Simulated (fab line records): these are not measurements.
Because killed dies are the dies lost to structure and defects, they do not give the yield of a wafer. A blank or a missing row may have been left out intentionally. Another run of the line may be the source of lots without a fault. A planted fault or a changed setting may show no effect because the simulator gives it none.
Chamber matching    flow n5_finfet    3 sister chambers for N5_BEOL_M5_CVD_47 on cvd_co-02
The step deposits Co from CCTBA/H2, target thk 3 nm, time 216 s. 6 wafers are shown with their chamber, then 7 later ones without.

EACH WAFER AND ITS CHAMBER
wafer   chamber  run_length_s (s)
L714.4  0        239.0
L716.1  0        238.6
L716.2  1        238.6
L716.3  2        239.3
L718.1  2        239.1
L718.4  1        238.6

WAFERS WITHOUT THEIR CHAMBER
wafer   run_length_s (s)
L718.5  238.3
L721.2  238.5
L721.3  238.2
L721.5  238.5
L724.2  238.8
L726.5  238.7
L728.2  238.4

CHAMBER TAKEN BY EACH
wafer   from the rows above      in truth
L718.5  can't be placed: 1 or 0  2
L721.2  can't be placed: 1 or 0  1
L721.3  can't be placed: 1 or 0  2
L721.5  can't be placed: 1 or 0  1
L724.2  can't be placed: 0 or 1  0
L726.5  can't be placed: 1 or 0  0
L728.2  can't be placed: 1 or 0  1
Correctly placed: 0 of 7. Cannot be placed on the basis of these rows: 7; the candidates contain the true chamber in 5. 0 placed wrongly.
How it was worked out, from the rows above alone: a wafer's distance from a chamber is the root of the sum, over the readings, of the square of ((its reading less the chamber's mean) divided by the reading's scatter). If the next closest chamber is less than 2 further off than the closest, the wafer can't be placed; otherwise it belongs to the closest. Each chamber's mean is taken over the wafers shown for it. How the scatter is found: for the shown wafers, subtract from each reading the mean of its chamber, square and add these, divide the total by (wafers less chambers), then take the root.
